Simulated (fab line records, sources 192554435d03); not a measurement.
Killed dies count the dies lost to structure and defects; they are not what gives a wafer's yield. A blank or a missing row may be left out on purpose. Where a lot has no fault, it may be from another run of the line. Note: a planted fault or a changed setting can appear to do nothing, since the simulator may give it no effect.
fab line records | flow n5Finfet | part 2 of 2: steps 7 to 7 of 7
record: lots: 8 | wafers: 24 | lastDay: 19
route steps=1938 shown SD_EPI_P@308 SD_ACTIVATION@332 BEOL_M4@1111 PASSIVATION@1936
lots with no fault: from the same line, run without faults
startH: start of the lot's first displayed wafer, in hours after the record's first day | waitH: hours elapsed since this lot's preceding step | " as in the row above | L1.1+2: a row that stands for several wafers | - no value present, or no start provided | * or withheld: withheld | < > ~ a bound
route shown NAME@n: names a module that has steps shown in the file, with the first one's number in the route | usual: mean/standard deviation of fault-free wafers | same: alike in all rows | chamber/n: place in a boat | sites: the reading at each site | _std_site: their standard deviation | _edge_site: inner sites' mean taken away from outer sites' mean | radiusMm: how far each site lies from the wafer's centre | mask NAME#n: copy n | behind: the tool/chamber that last shaped the wafer | hold: why the lot was held/for how many hours/how that ended | device: which transistor (n, p or np) failed to switch | end of line: the tests these same wafers got at the end of their route | step lacking rows: just its recipe | killed: dies lost to structure and defects at the first sort, not the wafer's yield | map: shows each die of a wafer: x if killed, . if not, _ if none is there
set.NAME: the setting as run; set.NAME@STEP: as run at that earlier step | model.NAME: the simulator's own value behind a step, which no gauge read
route steps across a sampled set of lots; one table per step, one row per wafer
services: the hour from which a tool's chamber was out of use, counted from the record's first day as startH (under 0 if before that day), plus the number of hours and why
== steps ==
step: N5_PASSIVATION_PROBE_49
usual: defectLimitedYield: 91.3/1.3 | killed_at_M0_to_M3: 34/9.1 | killed_at_M4_up: 14/5.6 | killedAtContacts: 13/5.9 | killedAtFrontEnd: 39/11 | killedAtOther: 3.6/3 | killedDies: 102/16 | killedOpen: 68/12 | killedShort: 33/7.3 | sort_bin_5_function: 5.2/0.89 | sort_bin_6_memory: 3.2/0.68 | sort_bin_8_speed: 0.00/0.027 | sortNPass: 1078/16 | sortYieldPct: 91.3/1.3
same: grossDies: 1180 | killedAtBackSide: 0 | sort_bin_4_leakage[%]: 0
lot.wafer | tool      | chamber | startH | waitH | defectLimitedYield[%] | killed_at_M0_to_M3 | killed_at_M4_up | killedAtContacts | killedAtFrontEnd | killedAtOther | killedDies | killedOpen | killedShort | sort_bin_5_function[%] | sort_bin_6_memory[%] | sort_bin_8_speed[%] | sortNPass | sortYieldPct[%]
L873.2    | prober-02 | -       | 304.23 | 0.1   | 90.0                  | 35                 | 16              | 19               | 40               | 8             | 118        | 77         | 38          | 5.4                    | 4.3                  | 0.08                | 1061      | 89.9
L873.4    | prober-02 | -       | 304.33 | 0.2   | 89.2                  | 46                 | 8               | 28               | 39               | 7             | 128        | 90         | 36          | 6.6                    | 3.8                  | 0                   | 1052      | 89.2
L873.6    | prober-02 | -       | 304.43 | 0.3   | 89.2                  | 42                 | 14              | 17               | 49               | 5             | 127        | 93         | 34          | 6.9                    | 3.7                  | 0                   | 1053      | 89.2
L872.1    | prober-02 | -       | 309.24 | 0.0   | 91.2                  | 39                 | 11              | 11               | 42               | 1             | 104        | 69         | 35          | 5.3                    | 3.0                  | 0                   | 1076      | 91.2
L872.4    | prober-02 | -       | 309.39 | 0.2   | 92.0                  | 17                 | 18              | 7                | 46               | 6             | 94         | 56         | 38          | 4.7                    | 3.0                  | 0                   | 1086      | 92.0
L872.6    | prober-02 | -       | 309.49 | 0.3   | 91.0                  | 28                 | 14              | 8                | 49               | 7             | 106        | 75         | 27          | 4.9                    | 3.6                  | 0                   | 1074      | 91.0
L886.1    | prober-01 | -       | 397.93 | 0.0   | 90.7                  | 53                 | 21              | 4                | 30               | 2             | 110        | 70         | 39          | 5.4                    | 3.4                  | 87.54               | 37        | 3.1
L886.3    | prober-01 | -       | 398.03 | 0.1   | 90.1                  | 57                 | 15              | 14               | 31               | 0             | 117        | 85         | 31          | 5.5                    | 4.0                  | 89.83               | 3         | 0.3
L886.4    | prober-01 | -       | 398.08 | 0.2   | 90.7                  | 42                 | 18              | 12               | 29               | 9             | 110        | 79         | 28          | 5.8                    | 3.1                  | 90.68               | 0         | 0
L888.1    | prober-02 | -       | 416.10 | 0.0   | 92.9                  | 24                 | 16              | 12               | 29               | 3             | 84         | 49         | 35          | 4.6                    | 2.1                  | 40.68               | 616       | 52.2
L888.2    | prober-02 | -       | 416.15 | 0.1   | 91.4                  | 23                 | 17              | 7                | 54               | 0             | 101        | 66         | 30          | 4.7                    | 3.2                  | 86.69               | 56        | 4.7
L888.4    | prober-02 | -       | 416.25 | 0.2   | 91.4                  | 46                 | 7               | 9                | 39               | 0             | 101        | 64         | 36          | 5.7                    | 2.7                  | 90.93               | 6         | 0.5
L893.1    | prober-02 | -       | 436.19 | 0.0   | 93.1                  | 20                 | 21              | 10               | 31               | 0             | 82         | 55         | 26          | 4.0                    | 2.6                  | 0                   | 1098      | 93.1
L893.2    | prober-02 | -       | 436.24 | 0.1   | 92.9                  | 25                 | 20              | 14               | 21               | 4             | 84         | 57         | 25          | 3.6                    | 3.3                  | 0                   | 1096      | 92.9
L893.3    | prober-02 | -       | 436.29 | 0.1   | 92.0                  | 22                 | 23              | 20               | 27               | 2             | 94         | 63         | 25          | 4.7                    | 2.5                  | 0                   | 1086      | 92.0
L891.1    | prober-01 | -       | 439.81 | 0.0   | 91.5                  | 14                 | 17              | 15               | 51               | 3             | 100        | 62         | 38          | 5.2                    | 3.1                  | 90.68               | 10        | 0.8
L891.2    | prober-01 | -       | 439.86 | 0.1   | 91.5                  | 26                 | 10              | 12               | 51               | 1             | 100        | 42         | 56          | 5.3                    | 2.5                  | 91.44               | 1         | 0.1
L891.6    | prober-01 | -       | 440.06 | 0.3   | 93.0                  | 19                 | 18              | 17               | 28               | 1             | 83         | 53         | 28          | 3.7                    | 3.1                  | 92.29               | 8         | 0.7
L894.1    | prober-01 | -       | 450.94 | 0.0   | 90.5                  | 29                 | 16              | 12               | 45               | 10            | 112        | 66         | 45          | 5.7                    | 3.6                  | 0                   | 1068      | 90.5
L894.2    | prober-01 | -       | 450.99 | 0.1   | 90.8                  | 30                 | 18              | 13               | 45               | 2             | 108        | 66         | 37          | 5.5                    | 3.2                  | 0                   | 1072      | 90.8
L894.6    | prober-01 | -       | 451.19 | 0.3   | 90.7                  | 41                 | 11              | 11               | 40               | 7             | 110        | 80         | 29          | 5.1                    | 3.8                  | 0                   | 1070      | 90.7
L895.1    | prober-02 | -       | 462.47 | 0.0   | 91.9                  | 22                 | 8               | 19               | 45               | 2             | 96         | 48         | 41          | 4.7                    | 2.5                  | 0                   | 1084      | 91.9
L895.3    | prober-02 | -       | 462.57 | 0.1   | 94.3                  | 24                 | 6               | 9                | 27               | 1             | 67         | 40         | 24          | 3.4                    | 2.0                  | 0                   | 1113      | 94.3
L895.5    | prober-02 | -       | 462.67 | 0.2   | 92.4                  | 35                 | 14              | 15               | 26               | 0             | 90         | 65         | 21          | 4.6                    | 3.1                  | 0                   | 1090      | 92.4
killed by level:class
L873.2 MOL_CONTACT_COAG:geometricParticle:open=12 STI_FIN_REVEAL:geometricParticle:open=9 BEOL_M3:geometricParticle:open=8 MOL_CONTACT_COAG:geometricParticle:short=7 DUMMY_GATE:geometricParticle:open=6 BEOL_M1:geometricParticle:open=6 FIN_SAQP:geometricParticle:short=5 BEOL_M0_SAQP:geometricParticle:open=5
L873.4 MOL_CONTACT_COAG:geometricParticle:open=25 BEOL_M0_SAQP:geometricParticle:open=12 BEOL_M1:geometricParticle:open=8 BEOL_M0_SAQP:geometricParticle:short=7 BEOL_M2:geometricParticle:open=7 BEOL_M3:geometricParticle:open=6 FIN_SAQP:geometricParticle:open=5 STARTING-WAFER:geometricParticle:open=4
L873.6 STI_FIN_REVEAL:geometricParticle:open=20 BEOL_M3:geometricParticle:open=15 MOL_CONTACT_COAG:geometricParticle:open=15 FIN_SAQP:geometricParticle:open=7 BEOL_M0_SAQP:geometricParticle:open=7 BEOL_M4:geometricParticle:open=7 DUMMY_GATE:geometricParticle:open=6 BEOL_M0_SAQP:geometricParticle:short=5
L872.1 FIN_SAQP:geometricParticle:short=15 BEOL_M2:geometricParticle:open=12 MOL_CONTACT_COAG:geometricParticle:open=9 FIN_SAQP:geometricParticle:open=7 BEOL_M1:geometricParticle:open=7 BEOL_M3:geometricParticle:open=7 BEOL_M0_SAQP:geometricParticle:open=5 STI_FIN_REVEAL:geometricParticle:open=4
L872.4 STI_FIN_REVEAL:geometricParticle:open=13 FIN_SAQP:geometricParticle:open=7 FIN_SAQP:geometricParticle:short=7 MOL_CONTACT_COAG:geometricParticle:open=7 BEOL_M0_SAQP:geometricParticle:short=7 BEOL_M4:geometricParticle:short=7 GATE_CUT:geometricParticle:short=5 BEOL_M5:geometricParticle:open=3
L872.6 BEOL_M2:geometricParticle:open=13 STI_FIN_REVEAL:geometricParticle:open=12 MOL_CONTACT_COAG:geometricParticle:open=8 FIN_SAQP:geometricParticle:short=7 BEOL_M4:geometricParticle:open=6 GATE_CUT:geometricParticle:short=5 BEOL_M3:geometricParticle:open=5 BEOL_M0_SAQP:geometricParticle:open=4
L886.1 BEOL_M0_SAQP:geometricParticle:open=17 BEOL_M0_SAQP:geometricParticle:short=14 BEOL_M4:geometricParticle:open=13 FIN_SAQP:geometricParticle:open=6 FIN_SAQP:geometricParticle:short=6 BEOL_M2:geometricParticle:open=6 BEOL_M1:geometricParticle:open=4 BEOL_M2:geometricParticle:short=4
L886.3 BEOL_M0_SAQP:geometricParticle:open=23 BEOL_M2:geometricParticle:open=12 MOL_CONTACT_COAG:geometricParticle:open=11 BEOL_M4:geometricParticle:open=9 BEOL_M0_SAQP:geometricParticle:short=8 STI_FIN_REVEAL:geometricParticle:open=7 BEOL_M3:geometricParticle:open=6 DUMMY_GATE:geometricParticle:open=5
L886.4 BEOL_M0_SAQP:geometricParticle:open=14 MOL_CONTACT_COAG:geometricParticle:open=12 BEOL_M4:geometricParticle:open=11 BEOL_M2:geometricParticle:open=8 BEOL_M3:geometricParticle:open=6 STI_FIN_REVEAL:geometricParticle:open=4 BEOL_M0_SAQP:geometricParticle:short=4 FIN_SAQP:geometricParticle:open=3
L888.1 BEOL_M3:geometricParticle:open=11 MOL_CONTACT_COAG:geometricParticle:open=9 BEOL_M4:geometricParticle:open=8 FIN_SAQP:geometricParticle:short=6 BEOL_M0_SAQP:geometricParticle:short=5 STI_FIN_REVEAL:geometricParticle:open=4 BEOL_M4:geometricParticle:short=4 STI_FIN_REVEAL:geometricParticle:short=3
L888.2 STI_FIN_REVEAL:geometricParticle:open=22 FIN_SAQP:geometricParticle:open=8 BEOL_M0_SAQP:geometricParticle:short=8 MOL_CONTACT_COAG:geometricParticle:open=7 STI_FIN_REVEAL:geometricParticle:short=6 BEOL_M8:geometricParticle:open=5 BEOL_M3:geometricParticle:open=5 HKMG_FIN:areaEtch=5
L888.4 BEOL_M0_SAQP:geometricParticle:short=15 BEOL_M0_SAQP:geometricParticle:open=12 FIN_SAQP:geometricParticle:open=11 DUMMY_GATE:geometricParticle:open=8 MOL_CONTACT_COAG:geometricParticle:open=7 BEOL_M3:geometricParticle:open=6 FIN_SAQP:geometricParticle:short=5 BEOL_M1:geometricParticle:short=4
L893.1 FIN_SAQP:geometricParticle:short=9 MOL_CONTACT_COAG:geometricParticle:open=9 BEOL_M4:geometricParticle:open=9 FIN_SAQP:geometricParticle:open=6 BEOL_M0_SAQP:geometricParticle:open=5 STI_FIN_REVEAL:geometricParticle:open=4 BEOL_M3:geometricParticle:open=4 BEOL_M0_SAQP:geometricParticle:short=3
L893.2 BEOL_M3:geometricParticle:open=10 MOL_CONTACT_COAG:geometricParticle:open=9 BEOL_M4:geometricParticle:open=9 BEOL_M2:geometricParticle:open=6 FIN_SAQP:geometricParticle:short=5 MOL_CONTACT_COAG:geometricParticle:short=5 FIN_SAQP:geometricParticle:open=4 BEOL_M7:geometricParticle:open=4
L893.3 MOL_CONTACT_COAG:geometricParticle:open=15 BEOL_M4:geometricParticle:open=10 STI_FIN_REVEAL:geometricParticle:open=6 BEOL_M3:geometricParticle:short=6 FIN_SAQP:geometricParticle:open=5 MOL_CONTACT_COAG:geometricParticle:short=5 BEOL_M5:geometricParticle:open=5 HKMG_FIN:areaEtch=5
L891.1 FIN_SAQP:geometricParticle:short=18 MOL_CONTACT_COAG:geometricParticle:open=12 FIN_SAQP:geometricParticle:open=11 BEOL_M5:geometricParticle:open=8 GATE_CUT:geometricParticle:open=5 BEOL_M1:geometricParticle:open=4 STI_FIN_REVEAL:geometricParticle:open=4 GATE_CUT:geometricParticle:short=4
L891.2 FIN_SAQP:geometricParticle:short=24 MOL_CONTACT_COAG:geometricParticle:short=12 FIN_SAQP:geometricParticle:open=8 BEOL_M1:geometricParticle:open=8 BEOL_M0_SAQP:geometricParticle:short=6 BEOL_M0_SAQP:geometricParticle:open=4 BEOL_M5:geometricParticle:open=4 STI_FIN_REVEAL:geometricParticle:short=3
L891.6 MOL_CONTACT_COAG:geometricParticle:open=11 BEOL_M5:geometricParticle:open=10 FIN_SAQP:geometricParticle:short=9 BEOL_M0_SAQP:geometricParticle:open=5 MOL_CONTACT_COAG:geometricParticle:short=5 BEOL_M0_SAQP:geometricParticle:short=5 BEOL_M1:geometricParticle:open=4 STARTING-WAFER:geometricParticle:short=4
L894.1 GATE_CUT:geometricParticle:short=9 MOL_CONTACT_COAG:geometricParticle:open=9 STI_FIN_REVEAL:geometricParticle:open=8 FIN_SAQP:geometricParticle:short=7 BEOL_M3:geometricParticle:open=7 BEOL_M0_SAQP:geometricParticle:short=7 BEOL_M4:geometricParticle:open=7 DUMMY_GATE:geometricParticle:open=5
L894.2 BEOL_M4:geometricParticle:open=10 STI_FIN_REVEAL:geometricParticle:open=9 BEOL_M0_SAQP:geometricParticle:short=9 FIN_SAQP:geometricParticle:open=7 GATE_CUT:geometricParticle:short=7 MOL_CONTACT_COAG:geometricParticle:open=7 GATE_CUT:geometricParticle:open=6 MOL_CONTACT_COAG:geometricParticle:short=6
L894.6 BEOL_M0_SAQP:geometricParticle:open=11 MOL_CONTACT_COAG:geometricParticle:open=10 BEOL_M3:geometricParticle:open=10 FIN_SAQP:geometricParticle:open=8 STI_FIN_REVEAL:geometricParticle:open=8 GATE_CUT:geometricParticle:short=8 BEOL_M2:geometricParticle:open=5 GATE_CUT:geometricParticle:open=4
L895.1 FIN_SAQP:geometricParticle:short=13 MOL_CONTACT_COAG:geometricParticle:open=13 BEOL_M3:geometricParticle:open=10 FIN_SAQP:geometricParticle:open=7 MOL_CONTACT_COAG:geometricParticle:short=6 HKMG_FIN:areaEtch=5 BEOL_M2:geometricParticle:short=4 DUMMY_GATE:geometricParticle:open=3
L895.3 BEOL_M3:geometricParticle:open=12 STI_FIN_REVEAL:geometricParticle:open=5 MOL_CONTACT_COAG:geometricParticle:open=5 DUMMY_GATE:geometricParticle:open=4 MOL_CONTACT_COAG:geometricParticle:short=4 ILD0:geometricParticle:short=3 BEOL_M3:geometricParticle:short=3 STARTING-WAFER:geometricParticle:short=3
L895.5 MOL_CONTACT_COAG:geometricParticle:open=12 BEOL_M3:geometricParticle:open=10 BEOL_M2:geometricParticle:open=7 STI_FIN_REVEAL:geometricParticle:open=6 BEOL_M0_SAQP:geometricParticle:short=6 DUMMY_GATE:geometricParticle:open=5 BEOL_M0_SAQP:geometricParticle:open=4 BEOL_M6:geometricParticle:open=4
== services ==
tool        | chamber | startH | hours | kind
rieDiel-01  | 1       | 35.46  | 2.6   | repair
rieDiel-02  | 3       | 91.57  | 11.8  | repair
epiRpcvd-04 | -       | 92.30  | 8.1   | pm
rieDiel-06  | 2       | 100.74 | 18.2  | repair
rieDiel-02  | 2       | 130.94 | 1.8   | repair
rieDiel-02  | 0       | 143.18 | -     | clean
rieDiel-02  | 0       | 143.18 | -     | consumableReplace:focusRing
rieDiel-02  | 0       | 143.18 | -     | consumableReplace:showerhead
rieDiel-02  | 0       | 143.18 | 14.2  | scheduledDown
rieDiel-02  | 0       | 143.18 | 14.2  | ventCycle
rieDiel-01  | -       | 153.03 | 1.0   | repair
rieDiel-06  | 0       | 189.62 | -     | clean
rieDiel-06  | 0       | 189.62 | -     | consumableReplace:focusRing
rieDiel-06  | 0       | 189.62 | 19.5  | scheduledDown
rieDiel-06  | 0       | 189.62 | 19.5  | ventCycle
== key ==
firstSign: step: N5_SD_ACTIVATION_RS_MEAS_03 | reading: RS_SD_P | direction: up | sigmas: 71 | usual: 56.3 | struck: 114.9
effect: step: N5_BEOL_M4_RC_MEAS_101 | reading: RS_SD_P | direction: up | sigmas: 66 | usual: 66.2 | struck: 128.2
effect: step: N5_BEOL_M4_RC_MEAS_101 | reading: REXT_P | direction: up | sigmas: 34 | usual: 100.8 | struck: 173.6
effect: step: N5_BEOL_M4_RC_MEAS_101 | reading: RC_DENSE_P | direction: up | sigmas: 26 | usual: 23.7 | struck: 40.7
effect: step: N5_BEOL_M4_RC_MEAS_101 | reading: RC_P | direction: up | sigmas: 26 | usual: 19.4 | struck: 33.2
effect: step: N5_BEOL_M4_RC_MEAS_101 | reading: ION_P | direction: down | sigmas: 5.2 | usual: 465 | struck: 414
effect: step: N5_BEOL_M4_RC_MEAS_101 | reading: VT_P | direction: down | sigmas: 3 | usual: -250 | struck: -260
effect: step: N5_BEOL_M4_RC_MEAS_101 | reading: VT_P_LVT | direction: down | sigmas: 2.8 | usual: -98.6 | struck: -106.5
effect: step: N5_BEOL_M4_RC_MEAS_101 | reading: IOFF_P_LIN | direction: down | sigmas: 2.7 | usual: 0.101 | struck: 0.066
effect: step: N5_BEOL_M4_RC_MEAS_101 | reading: IOFF_P_85C | direction: down | sigmas: 2.6 | usual: 3.6 | struck: 2.3
effect: step: N5_BEOL_M4_RC_MEAS_101 | reading: IOFF_P | direction: down | sigmas: 2.6 | usual: 0.21 | struck: 0.12 | wafersMoved: 8
effect: step: N5_BEOL_M4_RC_MEAS_101 | reading: DIBL_P | direction: down | sigmas: 2.5 | usual: 35.8 | struck: 30.8
effect: step: N5_BEOL_M4_RC_MEAS_101 | reading: SS_P | direction: down | sigmas: 1.7 | usual: 73.4 | struck: 72.2
effect: step: N5_PASSIVATION_PROBE_49 | reading: sort_bin_8_speed | direction: up | sigmas: 99+ | usual: 0.00 | struck: 84.53
metAt N5_SD_EPI_P_EPI_21
struckLots L886,L888,L891
notActingAt N5_SD_EPI_P_ETCH_37,N5_SD_EPI_P_ETCH_47,N5_SD_EPI_P_ETCH_16
onsetBetween 67.39 144.21
fault: kind: processParameterDrift | tool: epiRpcvd-01 | chamber: - | onsetH: 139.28 | steps: N5_SD_EPI_P_EPI_21 | channel: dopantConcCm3 | offset: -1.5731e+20 | shape: step | endH: 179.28 | stated: 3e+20
